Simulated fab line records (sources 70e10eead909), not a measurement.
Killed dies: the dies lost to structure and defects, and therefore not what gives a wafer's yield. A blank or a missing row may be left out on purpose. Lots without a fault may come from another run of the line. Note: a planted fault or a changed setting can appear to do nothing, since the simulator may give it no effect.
fab line records | flow nand-harc
[record] lots = 14 wafers = 42 last-day = 34
route steps=1302 shown A_ONON_D1@427 A_CHANNEL_HOLE_D1@451 END@1302
lots untouched by any fault: they come from a run of this same line in which no faults occurred
start-h: start of the lot's first displayed wafer, in hours after the record's first day | wait-h: how many hours have passed since the lot's step before this one | " unchanged from the row above | L1.1+2: several wafers, shown together as one row | - no value present, or no start provided | * or withheld: withheld | < > ~ a bound
route shown NAME@n: a module of which the file shows steps, and the number in the route of the first | usual: mean/standard deviation of fault-free wafers | same: alike in all rows | chamber/n: place in a boat | sites: readings site by site | _std_site: standard deviation of those values | _edge_site: inner sites' mean taken away from outer sites' mean | radius-mm: for every site, how far away it sits from the centre of the wafer | mask NAME#n: copy n | behind: the most recent tool/chamber to have shaped the wafer | hold: cause of the lot's hold/its duration in hours/its outcome | device: whichever transistor did not switch (one of n, p or np) | end of line: at the end of the route, the tests of the same wafers | a step without rows: its recipe alone | killed: the dies lost at the first sort to structure and to defects; this is not the yield of the wafer | map: per-die view of a wafer (x killed, . not killed, _ where there is no die)
set.NAME: setting as actually run; set.NAME@STEP: the setting as run at that earlier step | model.NAME: the simulator's own value behind a step, which no gauge read
the route's steps for a sample of lots (tables are steps, rows are wafers)
services: the hour from which a tool's chamber was out of use, counted from the record's first day as start-h (under 0 if before that day), plus the number of hours and why
[[steps]]
[step NHARC_A_ONON_D1_THK_MEAS_05]
[recipe] thk-meas-gauge = ellipsometry
[usual] thk-nm = 1002/9.8
// columns lot.wafer tool chamber start-h wait-h thk-nm
L306.2 film-metro-01 - 168.19 - 1000
L306.5 " - " " 1000
L306.6 " - " " 1000
L305.2 film-metro-02 - 168.20 - 1001
L305.3 " - " " 1002
L305.6 " - " " 1004
L308.2 film-metro-02 - 187.67 - 986
L308.5 " - " " 986
L308.6 " - " " 987
L307.1 film-metro-01 - 187.67 - 1001
L307.3 " - " " 1001
L307.5 " - " " 1001
L309.2 film-metro-01 - 197.78 - 1008
L309.5 " - " " 1008
L309.6 " - " " 1006
L314.1 film-metro-02 - 247.38 - 995
L314.3 " - " " 994
L314.6 " - " " 994
L318.2 film-metro-01 - 306.95 - 994
L318.5 " - " " 993
L318.6 " - " " 992
L319.1 film-metro-02 - 306.97 - 989
L319.2 " - " " 988
L319.3 " - " " 989
L322.2 film-metro-01 - 330.12 - 999
L322.5 " - " " 998
L322.6 " - " " 997
L323.1 film-metro-01 - 341.14 - 1007
L323.5 " - " " 1006
L323.6 " - " " 1009
L324.1 film-metro-02 - 350.36 - 1005
L324.3 " - " " 1006
L324.6 " - " " 1006
L326.1 film-metro-01 - 381.61 - 1019
L326.2 " - " " 1020
L326.3 " - " " 1020
L327.3 film-metro-01 - 381.63 - 995
L327.4 " - " " 997
L327.5 " - " " 994
L328.1 film-metro-01 - 402.69 - 1002
L328.5 " - " " 1002
L328.6 " - " " 1001
[step NHARC_A_ONON_D1_THK_MEAS_08]
[recipe] thk-meas-gauge = ellipsometry
[usual] thk-nm = 1001/8.4
// columns lot.wafer tool chamber start-h wait-h thk-nm
L306.2 film-metro-02 - 168.75 - 1011
L306.5 " - " " 1012
L306.6 " - " " 1012
L305.2 film-metro-02 - 168.88 - 1005
L305.3 " - " " 1004
L305.6 " - " " 1002
L307.1 film-metro-02 - 188.24 - 1005
L307.3 " - " " 1006
L307.5 " - " " 1006
L308.2 film-metro-01 - 188.24 - 992
L308.5 " - " " 995
L308.6 " - " " 993
L309.2 film-metro-02 - 198.45 - 989
L309.5 " - " " 988
L309.6 " - " " 989
L314.1 film-metro-01 - 247.95 - 1007
L314.3 " - " " 1009
L314.6 " - " " 1007
L318.2 film-metro-02 - 307.52 - 1004
L318.5 " - " " 1004
L318.6 " - " " 1005
L319.1 film-metro-01 - 307.55 - 1009
L319.2 " - " " 1007
L319.3 " - " " 1010
L322.2 film-metro-01 - 330.69 - 1014
L322.5 " - " " 1016
L322.6 " - " " 1013
L323.1 film-metro-02 - 341.71 - 1004
L323.5 " - " " 1004
L323.6 " - " " 1005
L324.1 film-metro-02 - 350.93 - 1003
L324.3 " - " " 1004
L324.6 " - " " 1004
L326.1 film-metro-01 - 382.18 - 997
L326.2 " - " " 997
L326.3 " - " " 996
L327.3 film-metro-01 - 382.20 - 1004
L327.4 " - " " 1008
L327.5 " - " " 1004
L328.1 film-metro-02 - 403.28 - 1004
L328.5 " - " " 1004
L328.6 " - " " 1003
[step NHARC_A_ONON_D1_DEP_28]
[recipe] target-thk-a = 10000 n2-flow-sccm = 2750 n2o-flow-sccm = 2000 nh3-flow-sccm = 500 sih4-flow-sccm = 210 temp-c = 400
// columns lot.wafer tool chamber start-h wait-h
L305.2+3+6 pecvd-onon-01 0 179.49 0.1
L306.2+5+6 pecvd-onon-03 0 179.49 0.1
L307.1+3+5 pecvd-onon-03 0 198.83 0.1
L308.2+5+6 pecvd-onon-01 0 199.10 0.1
L309.2+5+6 pecvd-onon-04 0 212.14 0.1
L314.1+3+6 pecvd-onon-04 0 260.83 0.1
L318.2+5+6 pecvd-onon-01 0 318.41 0.2
L319.1+2+3 pecvd-onon-01 0 318.71 0.2
L322.2+5+6 pecvd-onon-01 0 341.47 0.1
L323.1+5+6 pecvd-onon-03 0 352.42 0.1
L324.1+3+6 pecvd-onon-03 0 365.55 0.1
L326.1+2+3 pecvd-onon-04 0 396.24 0.1
L327.3+4+5 pecvd-onon-03 0 396.34 0.2
L328.1+5+6 pecvd-onon-04 0 413.93 0.1
[step NHARC_A_ONON_D1_INSPECT_32]
[usual] raw-defect-count = 76/28
// columns lot.wafer tool chamber start-h wait-h raw-defect-count
L305.2 defect-inspect-01 - 180.47 0.0 119
L305.3 " - " " 70
L305.6 " - " " 108
L306.2 defect-inspect-01 - 180.48 0.0 57
L306.5 " - " " 44
L306.6 " - " " 45
L307.1 defect-inspect-01 - 199.90 0.1 94
L307.3 " - " " 92
L307.5 " - " " 59
L308.2 defect-inspect-01 - 200.11 0.0 62
L308.5 " - " " 84
L308.6 " - " " 58
L309.2 defect-inspect-01 - 213.15 0.0 73
L309.5 " - " " 51
L309.6 " - " " 59
L314.1 defect-inspect-02 - 261.90 0.0 124
L314.3 " - " " 95
L314.6 " - " " 63
L318.2 defect-inspect-02 - 319.56 0.0 330
L318.5 " - " " 316
L318.6 " - " " 344
L319.1 defect-inspect-01 - 319.78 0.0 363
L319.2 " - " " 357
L319.3 " - " " 379
L322.2 defect-inspect-01 - 342.47 0.0 360
L322.5 " - " " 361
L322.6 " - " " 340
L323.1 defect-inspect-02 - 353.48 0.0 56
L323.5 " - " " 66
L323.6 " - " " 84
L324.1 defect-inspect-01 - 366.74 0.0 121
L324.3 " - " " 121
L324.6 " - " " 123
L327.3 defect-inspect-02 - 397.27 0.0 62
L327.4 " - " " 64
L327.5 " - " " 58
L326.1 defect-inspect-01 - 397.29 0.0 56
L326.2 " - " " 49
L326.3 " - " " 87
L328.1 defect-inspect-01 - 415.00 0.0 84
L328.5 " - " " 97
L328.6 " - " " 90
[step NHARC_A_CHANNEL_HOLE_D1_DEP_01]
[recipe] target-thk-a = 1400 target-thk-nm = 140 temp-c = 400 pressure-torr = 3.5 flow-sccm = 200 rf-w = 350 material = SiON
[usual] heater-power-w = 779/66
// columns lot.wafer tool chamber start-h wait-h heater-power-w since-wet-clean-h
L305.2 pecvd-02 2 182.83 1.3 682 124
L305.3 " 0 " " 706 124
L305.6 " 1 " " 921 -
L306.2 pecvd-04 2 183.18 1.3 679 82
L306.6 " 2 " " 682 -
L306.5 " 0 " " 891 -
L307.1 pecvd-03 2 208.52 1.7 700 11
L307.3 " 0 " " 807 11
L307.5 " 1 " " 860 -
L308.2 pecvd-03 1 209.51 1.4 852 12
L308.6 " 0 " " 757 -
L308.5 " 1 " " 838 -
L309.2 pecvd-02 0 215.85 1.3 708 157
L309.6 " 2 " " 748 -
L309.5 " 0 " " 699 -
L314.1 pecvd-03 2 263.92 1.6 724 66
L314.3 " 1 " " 752 66
L314.6 " 2 " " 744 -
L318.2 pecvd-03 2 324.03 1.3 767 126
L318.5 " 1 " " 832 -
L318.6 " 2 " " 768 -
L319.3 pecvd-04 0 324.34 1.0 870 42
L319.1 " 1 " " 765 42
L319.2 " 2 " " 622 42
L322.2 pecvd-03 1 344.50 1.3 856 147
L322.6 " 1 " " 868 -
L322.5 " 2 " " 787 -
L323.1 pecvd-03 0 355.50 1.6 793 158
L323.5 " 2 " " 825 -
L323.6 " 0 " " 796 -
L324.3 pecvd-04 1 368.93 1.2 741 87
L324.1 " 2 " " 742 87
L324.6 " 1 " " 753 -
L327.3 pecvd-02 0 399.27 1.0 677 159
L327.4 " 2 " " 769 -
L327.5 " 0 " " 687 -
L326.3 pecvd-03 2 399.67 1.0 754 21
L326.2 " 0 " " 716 21
L326.1 " 1 " " 813 21
L328.1 pecvd-03 2 417.78 1.9 735 39
L328.6 " 0 " " 816 -
L328.5 " 2 " " 758 -
[step NHARC_END_SORT_01]
[recipe] temp-c = 25
[usual] killed-at-array = 54/18 killed-at-other = 0.7/0.87 killed-at-periphery = 3.7/2.5 killed-dies = 59/19 killed-open = 3.3/2 killed-short = 2.6/1.6
[same] gross-dies = 677
// columns lot.wafer tool chamber start-h wait-h killed-at-array killed-at-other killed-at-periphery killed-dies killed-open killed-short
L307.1 prober-02 0 621.85 2.5 52 1 1 54 2 2
L307.3 prober-02 0 623.45 3.1 44 0 2 46 3 2
L307.5 prober-02 0 625.06 3.7 40 0 2 42 1 2
L319.1 prober-01 0 700.25 2.6 112 2 4 118 5 1
L319.2 prober-01 0 701.05 2.8 121 0 4 125 3 3
L319.3 prober-01 0 701.84 3.1 124 1 2 127 1 1
L318.2 prober-02 0 700.97 2.8 112 1 4 117 3 4
L318.5 prober-02 0 703.38 3.7 116 3 1 120 1 4
L318.6 prober-02 0 704.18 4.0 116 3 1 120 1 0
L322.2 prober-01 0 726.57 2.8 86 0 4 90 3 2
L322.5 prober-01 0 728.96 3.7 89 1 3 93 3 2
L322.6 prober-01 0 729.76 4.0 83 0 2 85 0 1
// killed by level:class
L307.1 A_SLIT:chamber-film-flake=25 A_CHANNEL_HOLE_D2:chamber-film-flake=15 A_DECK1_JOINT:chamber-film-flake=2 A_WL_FILL:chamber-film-flake=2 A_CONTACT:chamber-film-flake=2 A_ONON_D1:geometric-particle:short=1 A_CHANNEL_FILL_D1:geometric-particle:open=1 A_ONON_D2:geometric-particle:short=1
L307.3 A_SLIT:chamber-film-flake=24 A_CHANNEL_HOLE_D2:chamber-film-flake=7 A_CONTACT:chamber-film-flake=5 A_CHANNEL_HOLE_D1:chamber-film-flake=2 A_CHANNEL_FILL_D1:chamber-film-flake=2 P_M0:geometric-particle:short=1 P_M0:geometric-particle:open=1 A_ONON_D1:geometric-particle:open=1
L307.5 A_SLIT:chamber-film-flake=23 A_CHANNEL_HOLE_D2:chamber-film-flake=8 A_CHANNEL_HOLE_D1:chamber-film-flake=2 A_CHANNEL_FILL_D1:chamber-film-flake=2 A_CONTACT:chamber-film-flake=2 P_M0:geometric-particle:short=1 A_CHANNEL_HOLE_D1:geometric-particle:short=1 A_CHANNEL_FILL_D1:geometric-particle:open=1
L319.1 A_ONON_D1:unspecified=67 A_CHANNEL_HOLE_D1:chamber-film-flake=19 A_CHANNEL_HOLE_D2:chamber-film-flake=13 A_STAIRCASE:chamber-film-flake=4 A_SLIT:chamber-film-flake=3 P_CONTACT:geometric-particle:open=2 THIN_TSV:chamber-film-flake=2 A_CHANNEL_FILL_D1:geometric-particle:short=1
L318.2 A_ONON_D1:unspecified=63 A_SLIT:chamber-film-flake=25 A_CHANNEL_HOLE_D1:chamber-film-flake=8 A_CONTACT:chamber-film-flake=5 P_GATE:geometric-particle:open=1 A_ONON_D1:geometric-particle:short=1 A_CHANNEL_FILL_D1:geometric-particle:short=1 A_ONON_D2:geometric-particle:open=1
L319.2 A_ONON_D1:unspecified=69 A_CHANNEL_HOLE_D1:chamber-film-flake=22 A_CHANNEL_HOLE_D2:chamber-film-flake=12 A_STAIRCASE:chamber-film-flake=7 A_SLIT:chamber-film-flake=5 P_CONTACT:geometric-particle:open=2 A_M0:chamber-film-flake=2 A_ONON_D1:geometric-particle:short=1
L319.3 A_ONON_D1:unspecified=71 A_CHANNEL_HOLE_D1:chamber-film-flake=24 A_CHANNEL_HOLE_D2:chamber-film-flake=18 A_SLIT:chamber-film-flake=5 A_STAIRCASE:chamber-film-flake=3 A_WL_FILL:geometric-particle:short=1 A_BLC:geometric-particle:open=1 P_STI:chamber-film-flake=1
L318.5 A_ONON_D1:unspecified=63 A_SLIT:chamber-film-flake=29 A_CHANNEL_HOLE_D1:chamber-film-flake=8 A_CONTACT:chamber-film-flake=5 A_ONON_D2:geometric-particle:short=2 A_CHANNEL_FILL_D1:chamber-film-flake=2 A_M0:chamber-film-flake=2 HYBRID_BOND:chamber-film-flake=2
L318.6 A_ONON_D1:unspecified=69 A_SLIT:chamber-film-flake=28 A_CHANNEL_HOLE_D1:chamber-film-flake=7 A_CONTACT:chamber-film-flake=4 A_STAIRCASE:chamber-film-flake=3 HYBRID_BOND:chamber-film-flake=2 A_CONTACT:geometric-particle:open=1 P_GATE:chamber-film-flake=1
L322.2 A_ONON_D1:unspecified=70 P_GATE:chamber-film-flake=3 A_CHANNEL_HOLE_D1:chamber-film-flake=3 A_SLIT:chamber-film-flake=3 A_STAIRCASE:chamber-film-flake=2 A_CONTACT:chamber-film-flake=2 P_GATE:geometric-particle:open=1 A_CHANNEL_FILL_D1:geometric-particle:short=1
L322.5 A_ONON_D1:unspecified=71 A_CHANNEL_HOLE_D1:chamber-film-flake=5 A_STAIRCASE:chamber-film-flake=5 A_ZERO_WELL:chamber-film-flake=2 P_M0:geometric-particle:open=1 A_SOURCE_PLATE:geometric-particle:open=1 A_ONON_D1:geometric-particle:short=1 A_DECK1_JOINT:geometric-particle:open=1
L322.6 A_ONON_D1:unspecified=68 A_CHANNEL_HOLE_D1:chamber-film-flake=11 A_STAIRCASE:chamber-film-flake=2 A_WL_FILL:geometric-particle:short=1 P_ZERO_WELL:chamber-film-flake=1 P_GATE:chamber-film-flake=1 A_CHANNEL_FILL_D2:chamber-film-flake=1
[[services]]
// columns tool chamber start-h hours kind
pecvd-03 2 162.73 2.3 repair
pecvd-04 1 181.93 6.2 repair
pecvd-03 - 185.00 13.0 pm
pecvd-03 0 185.00 13.0 vent-cycle
pecvd-03 1 185.00 13.0 vent-cycle
pecvd-03 2 185.00 13.0 vent-cycle
pecvd-02 1 196.74 14.1 repair
pecvd-02 0 197.83 16.3 repair
pecvd-02 - 227.00 13.0 pm
pecvd-onon-03 - 227.00 13.0 pm
pecvd-onon-01 - 251.35 5.3 repair
pecvd-04 - 269.08 13.0 pm
pecvd-onon-01 - 269.29 13.0 pm
pecvd-03 - 295.93 0.4 repair
pecvd-onon-04 - 311.42 13.0 pm
pecvd-02 1 311.91 15.5 repair
pecvd-04 2 361.31 6.6 repair
pecvd-03 - 366.00 13.0 pm
pecvd-onon-03 - 366.01 6.1 repair
pecvd-04 2 377.59 4.0 repair
pecvd-04 - 392.48 27.3 repair
pecvd-onon-04 - 392.86 0.8 repair
pecvd-02 - 408.00 13.0 pm
pecvd-onon-03 - 408.00 13.0 pm
[[key]]
[first-sign] step = NHARC_A_ONON_D1_INSPECT_32 reading = raw-defect-count direction = up sigmas = 9.7 usual = 76 struck = 350
[effect] step = NHARC_END_SORT_01 reading = killed-at-array direction = up sigmas = 2.9 usual = 54 struck = 107
[more-kills-born-at] NHARC_A_ONON_D1_DEP_28@pecvd-onon-01 = 611
met-at NHARC_A_ONON_D1_DEP_28
struck-lots L318,L319,L322
tester-left-out L318,L319,L322
not-acting-at NHARC_A_ONON_D1_THK_MEAS_05,NHARC_A_ONON_D1_THK_MEAS_08,NHARC_A_CHANNEL_HOLE_D1_DEP_01
[fault] kind = chamber-particle-source tool = pecvd-onon-01 chamber = - onset-h = 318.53 steps = NHARC_A_ONON_D1_DEP_28 rate-per-visit-cm2 = 0.42728 end-h = 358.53
// tester-left-out: of these lots the tester's yield and bins aren't shown, on N5 and GAA mostly nor the transistor test; their killed dies are dies lost to structure and defects alone, not to doping, threshold or leakage, so they don't give the yield
